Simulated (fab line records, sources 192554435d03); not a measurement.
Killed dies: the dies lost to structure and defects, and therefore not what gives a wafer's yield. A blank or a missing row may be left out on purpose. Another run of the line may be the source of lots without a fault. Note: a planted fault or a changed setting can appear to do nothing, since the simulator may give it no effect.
One fault through the eyes of 2 desks -- flow n5_finfet -- only its own numbers are on each desk; what lay behind them is given at the end

== FROM THE METROLOGY DESK ==
Lot by lot, what the gauges showed, no matter which tool ran the lot: averages of those sampled wafers that carry a number. Any lot whose mean is over 4 standard deviations away from the usual mean is out of limits and marked OUT; that distance is given in the brackets. Only the readings that lie furthest out on some lot appear, 7 of the 13 it has.
Columns: A = cd_nm at N5_MOL_CONTACT_COAG_CD_MEAS_137, usual 16.0 nm; B = DIBL_N at N5_BEOL_M4_RC_MEAS_101, usual 36.4 mV/V; C = DIBL_P at N5_BEOL_M4_RC_MEAS_101, usual 36.4 mV/V; D = IOFF_N at N5_BEOL_M4_RC_MEAS_101, usual 0.164 nA/um; E = ION_N at N5_BEOL_M4_RC_MEAS_101, usual 675 uA/um; F = SS_P at N5_BEOL_M4_RC_MEAS_101, usual 73.3 mV/dec; G = VT_N at N5_BEOL_M4_RC_MEAS_101, usual 249.2 mV
lot,first seen here,A,B,C,D,E,F,G
L386,day 6 09:51,15.6,37.5,35.1,0.167,680,73.3,248.3
L396,day 9 03:06,15.8,35.7,34.3,0.148,677,72.4,252.0
L398,day 9 15:52,16.9,37.8,38.5,0.225,699,74.1,245.0
L399,day 9 16:16,17.1,37.0,36.8,0.173,677,73.9,246.5
L400,day 9 19:38,15.8,34.4,35.2,0.135,673,73.0,251.8
L401,day 10 00:48,16.2,36.6,37.2,0.154,673,73.0,248.0
L402,day 10 09:37,15.9,35.1,34.9,0.154,674,73.0,249.6
L403,day 10 17:28,15.8,35.9,36.4,0.151,665,72.6,250.5
L404,day 10 19:51,16.0,37.3,36.7,0.174,676,73.9,249.2
Finding of this desk: none of the 9 lots has anything out of limits.

== TOOL OWNER'S DESK, rie_diel-04 ==
The tool's own readings at N5_MOL_CONTACT_COAG_ETCH_91 (etches SOC in N2/H2, target depth 60 nm, overetch 21 nm, time 101.2 s): means of the sampled wafers that have a number, for each lot that ran on this tool. Any lot whose mean is over 4 standard deviations away from the usual mean is out of limits and marked OUT; that distance is given in the brackets.
Columns: A = drypump_motor_current_A at N5_MOL_CONTACT_COAG_ETCH_91, usual 5.5 A; B = oes_product_au at N5_MOL_CONTACT_COAG_ETCH_91, usual 0.68 a.u.; C = rf_fwd_power_W at N5_MOL_CONTACT_COAG_ETCH_91, usual 834.6 W; D = rf_vpp_V at N5_MOL_CONTACT_COAG_ETCH_91, usual 524.4 V; E = showerhead_plenum_p_Torr at N5_MOL_CONTACT_COAG_ETCH_91, usual 2.56 Torr; F = throttle_valve_pct at N5_MOL_CONTACT_COAG_ETCH_91, usual 17.92 %
lot,first seen here,A,B,C,D,E,F
L386,day 6 10:19,5.5,0.76,836.8,526.0,2.60,17.97
L396,day 9 04:13,5.3,0.66,835.2,525.2,2.55,18.01
L398,day 9 16:24,5.0,0.63,836.4,523.0,2.52,17.94
L399,day 9 16:45,5.5,0.72,835.0,524.1,2.59,18.02
Finding of this desk: none of the 4 lots has anything out of limits.

== ALL TOGETHER ==
Metrology desk: nothing out of limits seen.
The desk of the tool owner found nothing out of limits.

== WHAT WAS PUT IN BY THE SIMULATOR ==
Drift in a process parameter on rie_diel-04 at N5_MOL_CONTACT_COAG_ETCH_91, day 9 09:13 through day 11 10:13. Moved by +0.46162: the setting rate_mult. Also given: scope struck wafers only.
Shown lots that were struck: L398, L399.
